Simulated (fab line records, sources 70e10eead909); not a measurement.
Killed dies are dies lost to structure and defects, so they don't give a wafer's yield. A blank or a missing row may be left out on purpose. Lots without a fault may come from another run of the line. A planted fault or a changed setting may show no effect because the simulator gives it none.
A struck lot beside a sound one | flow nand_harc | 15 steps out of a route of 1302
Sound: wafers L801.1, L801.4, L801.5. Struck: wafers L817.2, L817.3. (L817.4 of the same lot was not struck and is left out.) The cause comes at the end.
At each step with rows: each side's tool, then ch and its chambers, then its first start. Under that, the readings that differ: sound wafers | struck wafers | difference of the means | sigmas: that difference in standard deviations of wafers without a fault.
alike: readings whose means differ by less than 2 such deviations, and words and numbers that are the same on both sides. not compared: withheld readings, readings that some wafer has no value for, bounds like >300 that may hide the same value, and numbers for which the record gives no deviation and whose values overlap.
The two part at a step that has a row with sigmas, a row that says differs or no value, or rows on one side only. Numbers that don't overlap but have no deviation are shown without sigmas and don't part them. A reading that every wafer of one side lacks parts them only if that side has two wafers or more.

first, 8 steps without rows for these wafers: NHARC_THIN_TSV_DEHYDRATE_25 (time 120 s); NHARC_THIN_TSV_HMDS_26 (time 30 s); NHARC_THIN_TSV_COAT_27; NHARC_THIN_TSV_SOFTBAKE_28 (time 95 s); NHARC_THIN_TSV_EBR_29; NHARC_THIN_TSV_EXPOSE_30 (exposes mask PAD); NHARC_THIN_TSV_PEB_31 (peb time 85 s); NHARC_THIN_TSV_DEVELOP_32 (time 70 s).
NHARC_THIN_TSV_CD_MEAS_33: target cd 5000 nm.
  sound on cd_sem-02 ch 0, day 24 04:53; struck on cd_sem-01 ch 0, day 30 16:41
  alike: cd_nm
then, 1 step without rows for these wafers: NHARC_THIN_TSV_HARDBAKE_34 (time 80 s).
NHARC_THIN_TSV_DESCUM_35: chemistry O2, time 3 s.
  sound on rie_diel-09 ch 0,1,2, day 24 05:04; struck on rie_diel-08 ch 1,2, day 30 16:50
  alike: drypump_motor_current_A, oes_product_au, rf_vpp_V, showerhead_plenum_p_Torr, throttle_valve_pct
  not compared: rf_hours_counter_h
NHARC_THIN_TSV_ETCH_59: etches the open film in Cl2/BCl3, target depth 880 nm, time 138.1 s.
  sound on rie_metal-03 ch 0,1, day 24 05:13; struck on rie_metal-01 ch 0, day 30 16:58
  reading                     | sound       | struck  | difference | sigmas
  drypump_motor_current_A (A) | 6.0 6.0 6.6 | 4.9 4.9 | -1.3       | -2
  alike: bcl3_flow_sccm, he_backside_leak_sccm, mfc_cl2_sccm, oes_product_au, run_length_s, throttle_valve_pct
  not compared: rf_hours_counter_h
NHARC_THIN_TSV_ETCH_36: etches the open film in Cl2/BCl3, target depth 65 nm, time 18.571 s.
  sound on rie_metal-03 ch 0,1, day 24 05:26; struck on rie_metal-01 ch 1, day 30 17:14
  reading          | sound          | struck    | difference | sigmas
  run_length_s (s) | 40.4 40.2 40.7 | 34.5 34.4 | -6.0       | -13
  alike: drypump_motor_current_A, he_backside_leak_sccm, oes_product_au
  not compared: rf_hours_counter_h
NHARC_THIN_TSV_STRIP_56: strips in O2.
  sound on plasma_asher-02 ch 0,1, day 24 05:32; struck on plasma_asher-01 ch 0, day 30 17:20
  alike: drypump_motor_current_A, heater_power_w
  not compared: rf_hours_counter_h
NHARC_END_SORT_01:
  sound on prober-02 ch 0, day 24 13:53; struck on prober-01 ch 0, day 31 02:31
  reading                | sound    | struck | difference | sigmas
  sort_rim_yield_pct (%) | 86 89 90 | 80 78  | -9         | -2
  alike: defect_limited_yield, killed_at_array, killed_at_other, killed_at_periphery, killed_dies, killed_open, killed_short, sort_bin_2_pct, sort_bin_3_pct, sort_bin_4_pct, sort_n_pass, sort_yield_pct

WHERE THEY PART
First at NHARC_THIN_TSV_ETCH_59; last, within this record, at NHARC_END_SORT_01.

WHY: what the simulator had put in
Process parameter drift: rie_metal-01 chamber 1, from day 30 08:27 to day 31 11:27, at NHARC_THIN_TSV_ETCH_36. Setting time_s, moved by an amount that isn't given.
